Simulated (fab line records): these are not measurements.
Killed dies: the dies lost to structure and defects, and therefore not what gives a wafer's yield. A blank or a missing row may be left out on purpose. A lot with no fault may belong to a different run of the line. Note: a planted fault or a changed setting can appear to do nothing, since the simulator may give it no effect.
fab line records    flow nand-harc
record: lots: 11  wafers: 33  last-day: 33
route steps=1302 shown P_M2@330
lots that met no fault: from a run of the same line without faults
start-h: the number of hours between the record's first day and the start of the first shown wafer of the lot    wait-h: time in hours since the lot's previous step    " repeats the value in the row above    L1.1+2: one row covering several wafers at once    - no value, or no start given    * or withheld: withheld    < > ~ a bound
route shown NAME@n: NAME is a module with steps in the file, n the number in the route of the first one    usual: mean/standard deviation of fault-free wafers    same: alike in all rows    chamber/n: place in a boat    sites: each site's reading    _std_site: how widely they spread, as a standard deviation    _edge_site: inner sites' mean taken away from outer sites' mean    radius-mm: how far each site lies from the wafer's centre    mask NAME#n: copy n    behind: the tool/chamber that last shaped the wafer    hold: what put the lot on hold/how long, in hours/how the hold closed    device: names the non-switching transistor (n, p or np)    end of line: the tests these same wafers got at the end of their route    for a step that has no rows: nothing shown but its recipe    killed: dies lost to structure and defects at the first sort, not the wafer's yield    map: the dies of a wafer, with x for killed, . for not killed, _ for no die there
set.NAME: the run value of the setting; set.NAME@STEP: its run value at that earlier step    model.NAME: the simulator's own value behind a step, which no gauge read
steps of the route over a sample of lots; a table a step, a row a wafer
services: the hour from which a tool's chamber was out of use, counted from the record's first day as start-h (under 0 if before that day), plus the number of hours and why
== steps ==
step: NHARC_P_M2_INSPECT_11
usual: raw-defect-count: 4.5/2.5
lot.wafer  tool               chamber  start-h  wait-h  raw-defect-count
L334.2     defect-inspect-02  -        139.26   0.0     5
L334.3     "                  -        "        "       8
L334.4     "                  -        "        "       5
L335.1     defect-inspect-01  -        149.80   0.0     2
L335.2     "                  -        "        "       3
L335.3     "                  -        "        "       1
L336.1     defect-inspect-02  -        162.65   0.0     4
L336.4     "                  -        "        "       5
L336.5     "                  -        "        "       11
L337.2     defect-inspect-02  -        167.37   0.0     4
L337.3     "                  -        "        "       3
L337.5     "                  -        "        "       7
L341.1     defect-inspect-01  -        212.10   0.0     5
L341.4     "                  -        "        "       4
L341.6     "                  -        "        "       4
L350.1     defect-inspect-01  -        303.80   0.0     5
L350.3     "                  -        "        "       7
L350.4     "                  -        "        "       1
L349.4     defect-inspect-02  -        304.50   0.0     3
L349.5     "                  -        "        "       4
L349.6     "                  -        "        "       2
L351.2     defect-inspect-01  -        320.57   0.0     3
L351.4     "                  -        "        "       11
L351.6     "                  -        "        "       10
L353.2     defect-inspect-02  -        331.48   0.0     3
L353.5     "                  -        "        "       4
L353.6     "                  -        "        "       8
L354.1     defect-inspect-02  -        332.45   0.0     6
L354.4     "                  -        "        "       3
L354.5     "                  -        "        "       4
L352.1     defect-inspect-01  -        337.69   0.0     6
L352.5     "                  -        "        "       6
L352.6     "                  -        "        "       6
step: NHARC_P_M2_ETCH_15
recipe: target-depth-a: 1825  time-s: 91.2  c4f8-flow-sccm: withheld  ar-flow-sccm: 400  rf-w: 600  bias-w: 300  chemistry: C4F8/Ar
usual: oes-product-au: 0.951/0.022  rf-vpp-V: 441/3.1
lot.wafer  tool         chamber  start-h  wait-h  oes-product-au  rf-hours-counter-h  rf-vpp-V
L334.2     rie-diel-07  0        -        -       0.963           0.5                 441
L334.3     "            1        "        "       0.952           0.4                 440
L334.4     "            0        "        "       0.964           -                   439
L335.2     rie-diel-08  1        -        -       0.951           5.0                 441
L335.3     "            2        "        "       0.949           5.8                 445
L335.1     "            3        "        "       0.957           5.8                 446
L336.1     rie-diel-08  0        -        -       0.935           5.2                 438
L336.4     "            2        "        "       0.923           6.0                 445
L336.5     "            3        "        "       0.936           -                   446
L337.2     rie-diel-08  3        -        -       0.978           6.1                 444
L337.3     "            1        "        "       0.973           5.4                 443
L337.5     "            2        "        "       0.960           -                   444
L341.1     rie-diel-08  1        -        -       0.946           0.1                 441
L341.4     "            2        "        "       0.962           0.1                 445
L341.6     "            0        "        "       0.970           -                   438
L350.3     rie-diel-07  0        -        -       0.962           0.0                 440
L350.1     "            3        "        "       0.967           0.0                 442
L350.4     "            3        "        "       0.970           -                   443
L349.4     rie-diel-03  1        -        -       0.984           0.9                 437
L349.5     "            1        "        "       0.977           -                   438
L349.6     "            2        "        "       0.989           -                   446
L351.2     rie-diel-07  1        -        -       0.951           0.1                 436
L351.4     "            3        "        "       0.989           0.4                 442
L351.6     "            2        "        "       0.984           -                   439
L353.2     rie-diel-08  2        -        -       0.942           5.3                 447
L353.6     "            1        "        "       0.953           -                   441
L353.5     "            2        "        "       0.950           -                   445
L354.1     rie-diel-07  0        -        -       0.922           1.6                 440
L354.4     "            1        "        "       0.946           1.0                 439
L354.5     "            3        "        "       0.931           -                   442
L352.1     rie-diel-07  3        -        -       0.933           1.9                 443
L352.6     "            1        "        "       0.927           -                   438
L352.5     "            2        "        "       0.931           -                   438
step: NHARC_P_M2_ETCH_28
recipe: target-depth-a: 300  over-etch-frac: 0.3  time-s: 72.99  ion-energy-ev: 150  cf4-flow-sccm: 50  n2-flow-sccm: 100  ar-flow-sccm: 150  rf-w: 300  bias-w: 100  chemistry: CF4/N2
usual: drypump-motor-current-A: 5.8/0.48  oes-product-au: 1.002/0.0072  rf-vpp-V: 314.1/2.3  showerhead-plenum-p-Torr: 2.62/0.13  throttle-valve-pct: 19.796/0.0083
lot.wafer  tool         chamber  start-h  wait-h  drypump-motor-current-A  oes-product-au  rf-hours-counter-h  rf-vpp-V  showerhead-plenum-p-Torr  throttle-valve-pct
L334.2     rie-diel-03  0        -        -       5.5                      0.995           2.1                 314.2     2.55                      19.787
L334.3     "            1        "        "       5.6                      0.994           2.6                 310.1     2.46                      19.786
L334.4     "            0        "        "       5.5                      1.002           -                   313.5     2.55                      19.806
L335.1     rie-diel-08  2        -        -       6.2                      0.997           5.9                 316.3     2.81                      19.793
L335.3     "            3        "        "       5.7                      0.993           5.9                 316.7     2.80                      19.777
L335.2     "            0        "        "       4.7                      1.008           5.1                 313.5     2.48                      19.798
L336.1     rie-diel-03  0        -        -       5.5                      1.003           4.0                 313.3     2.55                      19.794
L336.4     "            2        "        "       6.6                      1.009           -                   316.0     2.81                      19.802
L336.5     "            1        "        "       5.7                      0.995           -                   310.4     2.46                      19.786
L337.2     rie-diel-03  1        -        -       5.6                      1.010           4.7                 310.5     2.46                      19.788
L337.3     "            2        "        "       6.6                      1.000           4.6                 316.4     2.81                      19.793
L337.5     "            0        "        "       5.5                      1.001           -                   313.9     2.55                      19.790
L341.4     rie-diel-03  2        -        -       6.6                      1.003           8.3                 318.1     2.81                      19.805
L341.1     "            0        "        "       5.5                      0.999           8.0                 312.2     2.55                      19.801
L341.6     "            1        "        "       5.6                      1.011           -                   311.7     2.45                      19.791
L350.3     rie-diel-08  1        -        -       6.1                      0.990           3.5                 315.0     2.68                      19.795
L350.4     "            3        "        "       5.6                      0.990           2.7                 316.8     2.80                      19.795
L350.1     "            0        "        "       4.6                      1.001           4.0                 312.4     2.47                      19.803
L349.4     rie-diel-07  2        -        -       5.4                      1.009           -                   313.5     2.54                      19.784
L349.6     "            3        "        "       6.0                      1.004           -                   315.8     2.68                      19.797
L349.5     "            0        "        "       6.3                      1.000           -                   314.8     2.60                      19.800
L351.4     rie-diel-08  2        -        -       6.2                      1.021           5.2                 316.4     2.81                      19.799
L351.2     "            0        "        "       4.6                      0.998           5.5                 311.1     2.47                      19.805
L351.6     "            2        "        "       6.1                      1.006           -                   317.0     2.81                      19.788
L353.2     rie-diel-03  0        -        -       5.5                      0.997           2.3                 312.8     2.55                      19.788
L353.5     "            0        "        "       5.5                      0.999           -                   312.7     2.55                      19.781
L353.6     "            1        "        "       5.7                      1.003           -                   311.9     2.45                      19.807
L354.1     rie-diel-03  0        -        -       5.5                      0.992           2.3                 312.3     2.55                      19.783
L354.4     "            1        "        "       5.6                      0.998           2.3                 312.3     2.45                      19.784
L354.5     "            1        "        "       5.7                      1.000           -                   311.2     2.45                      19.801
L352.1     rie-diel-07  1        -        -       5.6                      0.996           1.2                 312.0     2.53                      19.804
L352.5     "            2        "        "       5.4                      1.000           -                   312.7     2.54                      19.801
L352.6     "            3        "        "       6.0                      1.010           -                   314.9     2.68                      19.789
step: NHARC_P_M2_ECD_22
recipe: target-thk-a: 4000  bath-temp-c: 25  material: Cu
lot.wafer   tool       chamber  start-h  wait-h
L334.2+4+3  ecd-cu-02  0,0,1    140.80   -
L335.2+1+3  ecd-cu-02  0,1,0    151.24   -
L336.1+4+5  ecd-cu-02  1,0,0    164.16   -
L337.2+3+5  ecd-cu-02  1,0,0    168.91   -
L341.1+4+6  ecd-cu-01  1        213.59   -
L350.1+4+3  ecd-cu-02  1,1,0    305.28   -
L349.4+6+5  ecd-cu-01  0,0,1    306.10   -
L351.2+4+6  ecd-cu-02  0,0,1    322.00   -
L353.2+6+5  ecd-cu-01  0,0,1    332.91   -
L354.1+4+5  ecd-cu-02  1,0,1    333.91   -
L352.1+6+5  ecd-cu-02  1,1,0    339.12   -
step: NHARC_P_M2_CMP_23
recipe: t-overpolish-s: 20  target-thk-nm: 144.3
usual: motor-current-A: 11.4/0.9  time-to-endpoint-s: 28.9/1.9
lot.wafer  tool    chamber  start-h  wait-h  motor-current-A  time-to-endpoint-s
L334.4     cmp-04  0        141.52   -       10.8             27.6
L334.2     "       2        "        "       9.8              27.2
L334.3     "       3        "        "       12.9             31.2
L335.3     cmp-04  1        152.27   -       10.4             29.0
L335.1     "       2        "        "       10.5             25.9
L335.2     "       3        "        "       12.3             27.9
L336.1     cmp-02  1        164.89   -       11.8             30.2
L336.4     "       0        "        "       11.1             27.6
L336.5     "       1        "        "       12.5             30.1
L337.3     cmp-03  3        169.69   -       12.2             13.8
L337.2     "       0        "        "       10.5             26.6
L337.5     "       1        "        "       12.4             15.1
L341.4     cmp-03  1        214.27   -       12.0             30.1
L341.1     "       0        "        "       10.2             27.2
L341.6     "       1        "        "       12.2             31.6
L350.1     cmp-02  0        306.03   -       10.9             27.8
L350.4     "       1        "        "       12.3             29.0
L350.3     "       2        "        "       11.2             30.2
L349.4     cmp-02  0        306.81   -       11.2             28.8
L349.5     "       1        "        "       13.3             29.0
L349.6     "       2        "        "       10.7             26.9
L351.2     cmp-02  0        322.73   -       11.5             27.8
L351.4     "       3        "        "       12.9             29.5
L351.6     "       1        "        "       12.1             29.5
L353.2     cmp-04  0        333.73   -       10.6             26.7
L353.5     "       1        "        "       11.2             28.9
L353.6     "       2        "        "       10.3             25.2
L354.1     cmp-03  3        334.67   -       11.7             29.2
L354.4     "       0        "        "       9.8              28.7
L354.5     "       3        "        "       11.3             27.7
L352.1     cmp-03  1        339.93   -       11.8             28.7
L352.6     "       2        "        "       11.0             29.2
L352.5     "       3        "        "       11.7             30.5
== services ==
tool         chamber  start-h  hours  kind
rie-diel-07  -        117.20   9.0    pm
rie-diel-03  3        126.11   81.9   repair
rie-diel-07  2        133.93   11.8   repair
cmp-02       -        134.51   4.0    pm
rie-diel-08  2        140.68   3.1    repair
cmp-03       -        162.05   4.0    pm
cmp-02       -        176.94   2.0    repair
rie-diel-08  -        190.80   9.0    pm
rie-diel-07  3        199.32   8.3    repair
cmp-03       -        201.72   1.2    repair
cmp-02       -        204.66   1.6    repair
cmp-03       -        218.32   3.2    repair
cmp-02       -        232.51   4.0    pm
cmp-02       -        242.53   0.4    repair
ecd-cu-02    -        244.43   8.0    pm
rie-diel-03  -        246.68   0.6    repair
rie-diel-07  2        260.33   5.0    repair
rie-diel-07  1        274.83   37.0   repair
rie-diel-08  3        280.36   15.0   repair
rie-diel-03  -        281.40   9.0    pm
rie-diel-08  1        289.88   5.3    repair
rie-diel-07  -        294.20   9.0    pm
rie-diel-03  2        316.68   10.1   repair
rie-diel-08  -        332.67   0.7    repair
== key ==
first-sign: step: NHARC_P_M2_CMP_23  reading: time-to-endpoint-s  direction: down  sigmas: 7.5  usual: *  struck: *
effect none on later readings
met-at NHARC_P_M2_ECD_22
struck-lots L337
struck-wafers L337.3,L337.5
not-acting-at NHARC_P_M2_INSPECT_11,NHARC_P_M2_ETCH_15,NHARC_P_M2_ETCH_28
onset-between 164.16 168.91
fault: kind: process-parameter-drift  tool: ecd-cu-02  chamber: 0  onset-h: 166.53  steps: NHARC_P_M2_ECD_22  channel: target-thk-a  offset: *  shape: step  end-h: 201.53  acts-in: *  stated: *
